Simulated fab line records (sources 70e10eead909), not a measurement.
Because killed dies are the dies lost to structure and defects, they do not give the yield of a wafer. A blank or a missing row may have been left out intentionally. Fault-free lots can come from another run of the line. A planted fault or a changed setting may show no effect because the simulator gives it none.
What tool caused it? -- flow nand_harc -- 18 wafers from 6 lots sampled at 2 of the route's 1302 steps

## WHAT THE GAUGES READ, wafer by wafer
NHARC_P_GATE_CD_MEAS_91 targets a cd of 2000 nm.
lot,measured,on,cd_nm (nm)
L669,day 6 05:14,cd_sem-01,2001.7 1998.7 1999.2
L671,day 7 04:07,cd_sem-02,1889.9 1897.5 1893.4
L683,day 11 18:16,cd_sem-02,1996.6 2001.8 1999.9
L685,day 12 14:48,cd_sem-02,2000.4 2002.1 2001.8
L688,day 14 04:14,cd_sem-03,1999.7 2002.2 1999.6
L690,day 14 21:41,cd_sem-01,1995.3 2003.5 2001.4

## WHICH TOOL RAN EACH LOT (tool, then ch and the chambers of the sampled wafers, then the start)
lot,NHARC_P_GATE_EXPOSE_88
L669,"krf_scanner-03 ch 0, day 6 05:05"
L671,"krf_scanner-02 ch 0, day 7 03:58"
L683,"krf_scanner-02 ch 0, day 11 18:07"
L685,"krf_scanner-02 ch 0, day 12 14:39"
L688,"krf_scanner-02 ch 0, day 14 04:05"
L690,"krf_scanner-03 ch 0, day 14 21:32"
- NHARC_P_GATE_EXPOSE_88: exposes mask P HVN, target cd 2000 nm.

## THE ANSWER, worked out from the rows above alone
Rule: the usual values come from the lots themselves. The widest of any qualifying gaps counts: lots, ordered by their means at a reading, are off when they make up no more than a third of the lots, leave a main group of 4 or more, and stand apart from it by 3 or more times the standard deviation of that group's means. Not used: any main group whose means are identical at the precision the tables above print for the reading. A lot without any number at a reading at which 4 lots or more have one is off too. Where the step has rows for the other lots, those lots are counted as sound.
Off, at NHARC_P_GATE_CD_MEAS_91 on cd_nm: L671. The main group: mean 2000.3 nm, standard deviation 0.68.
If a tool, at a process step before that reading, ran all the lots that are off and no sound lot after the first of them, it fits. Those tools and the gauges at NHARC_P_GATE_CD_MEAS_91 are tried in the same way. None of those tried fits.

## WHAT THE SIMULATOR HAD PUT IN
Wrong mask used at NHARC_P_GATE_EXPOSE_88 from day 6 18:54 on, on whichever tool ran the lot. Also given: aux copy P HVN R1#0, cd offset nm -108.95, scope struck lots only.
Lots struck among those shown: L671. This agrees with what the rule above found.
